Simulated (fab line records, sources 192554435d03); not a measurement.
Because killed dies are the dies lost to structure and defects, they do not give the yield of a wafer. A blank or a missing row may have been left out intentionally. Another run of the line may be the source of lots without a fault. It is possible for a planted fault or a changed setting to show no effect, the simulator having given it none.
A lot that was struck, set against a sound lot | flow n5Finfet | 20 steps out of a route of 1938
Sound: wafers L832.2, L832.3, L832.6. Struck: wafers L821.2, L821.3, L821.5. At the end, the cause is stated.
For every step that has rows: the tool of each side, followed by ch and its chambers, followed by its first start. Under that, the readings that differ: sound wafers | struck wafers | difference of the means | sigmas: that difference in standard deviations of wafers without a fault.
alike: a reading whose means differ by less than 2 such deviations, as well as words and numbers matching on both sides. not compared: withheld readings; readings where some wafer has no value; bounds like >300 that might hide an equal value; numbers whose values overlap and for which the record gives no deviation.
A row with sigmas, a row that says differs or no value, or rows on one side alone: a step with any of these is where the two part. Numbers that have no deviation but don't overlap get no sigmas and don't part them. Lack of a reading on every wafer of one side parts them only where that side has two or more wafers.

first, 8 steps without rows for these wafers: N5_BEOL_M11_DESCUM_16 (chemistry O2, time 7.9 s); N5_BEOL_M11_ETCH_61 (etches SiARC in CF4, target depth 39 nm, time 65 s); N5_BEOL_M11_ETCH_62 (etches SOC in N2/H2, target depth 110 nm, overetch 22 nm, time 165 s); N5_BEOL_M11_STRIP_68 (strips in N2/H2); N5_BEOL_M11_STRIP_67 (strips in CF4); N5_BEOL_M11_HM_OPEN_17 (chemistry Cl2/BCl3, target TiN, target depth 20 nm, overetch 6 nm); N5_BEOL_M11_STRIP_19 (strips in O2); N5_BEOL_M11_COAT_63 (time 60 s, resist thk 100 nm).
N5_BEOL_M11_COAT_64: time 60 s, resist thk 30 nm.
  sound on lithoTrack-05 ch 0, day 15 08:30; struck on lithoTrack-04 ch 0, day 12 07:22
reading                                    | sound                | struck               | difference | sigmas
spinSpeedRpm (rpm)                         | 1501.5 1499.5 1500.7 | 1585.8 1585.6 1585.2 | +85.0      | +86
model.SiARC_of_BEOL_M11_COAT_64.thkNm (nm) | 30.2 30.2 30.2       | 29.2 29.2 29.2       | -1.0       | 
  alike: exhaustPa, plateTempC
then, 7 steps without rows for these wafers: N5_BEOL_M11_COAT_22 (resist thk 90 nm); N5_BEOL_M11_EBR_24; N5_BEOL_M11_SOFTBAKE_23 (time 60 s); N5_BEOL_M11_EXPOSE_25 (exposes mask V10); N5_BEOL_M11_PEB_26 (peb time 60 s); N5_BEOL_M11_DEVELOP_27 (develop time 30 s); N5_BEOL_M11_DESCUM_33 (chemistry O2, time 7.9 s).
N5_BEOL_M11_ETCH_65: etches SiARC in CF4, target depth 39 nm, time 65 s.
  sound on rieDiel-01 ch 0,1,3, day 15 09:51; struck on rieDiel-03 ch 1,2,3, day 12 07:53
reading                                      | sound             | struck           | difference | sigmas
model.etch.depthNm (nm)                      | 30.19 30.17 30.19 | 29.2 29.19 29.27 | -1.0       | 
model.CAR-ArF_of_BEOL_M11_COAT_22.thkNm (nm) | 55 55.4 55        | 56.2 56.2 56.4   | +1.1       | 
  alike: drypumpMotorCurrentA, etchRfOnTimeS, oesProductAu, rfVppV, showerheadPlenumPTorr, throttleValvePct
  not compared: rfHoursCounterH
N5_BEOL_M11_ETCH_66: etches SOC in N2/H2, target depth 120 nm, overetch 24 nm, time 180 s.
  sound on rieDiel-01 ch 0,1,3, day 15 09:54; struck on rieDiel-03 ch 1,2,3, day 12 07:56
reading                                    | sound          | struck     | difference | sigmas
model.SiARC_of_BEOL_M11_COAT_64.thkNm (nm) | 22.8 22.6 22.8 | 22 21.8 22 | -1         | 
  alike: drypumpMotorCurrentA, oesProductAu, rfVppV, showerheadPlenumPTorr, throttleValvePct
  not compared: rfHoursCounterH
then, 1 step without rows for these wafers: N5_BEOL_M11_STRIP_69 (strips in N2/H2).
N5_PASSIVATION_PROBE_49:
  struck on prober-02, day 14 04:56; sound on prober-02, day 17 05:33
reading                 | sound          | struck         | difference | sigmas
defectLimitedYield (%)  | 88.6 88.3 89.6 | 91.3 92.9 93.7 | +3.8       | +3
killed_at_M0_to_M3      | 72 50 35       | 38 18 31       | -23        | -2
killed_at_M4_up         | 15 20 24       | 11 11 4        | -11        | -2
killedAtOther           | 1 2 0          | 7 9 9          | +7         | +3
killedDies              | 135 138 123    | 103 84 74      | -45        | -3
killedOpen              | 83 87 83       | 65 55 46       | -29        | -2
killedShort             | 50 43 40       | 35 28 26       | -15        | -2
sort_bin_5_function (%) | 6.8 5.9 6.4    | 5.4 4.2 3.6    | -2.0       | -3
sort_bin_6_memory (%)   | 4.1 4.7 3.9    | 3.1 2.5 2.1    | -1.7       | -3
sort_bin_8_speed (%)    | 0 0 0.08       | 0 0 0          | +0         | -4
sortNPass               | 1045 1042 1056 | 1077 1096 1106 | +45        | +3
sortYieldPct (%)        | 88.6 88.3 89.5 | 91.3 92.9 93.7 | +3.8       | +3
  alike: killedAtContacts, killedAtFrontEnd

== WHERE THEY PART ==
Earliest at N5_BEOL_M11_COAT_64; latest, in this record, at N5_PASSIVATION_PROBE_49.

WHY: what the simulator had put in
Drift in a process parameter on lithoTrack-04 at N5_BEOL_M11_COAT_64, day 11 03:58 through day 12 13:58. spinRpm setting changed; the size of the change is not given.
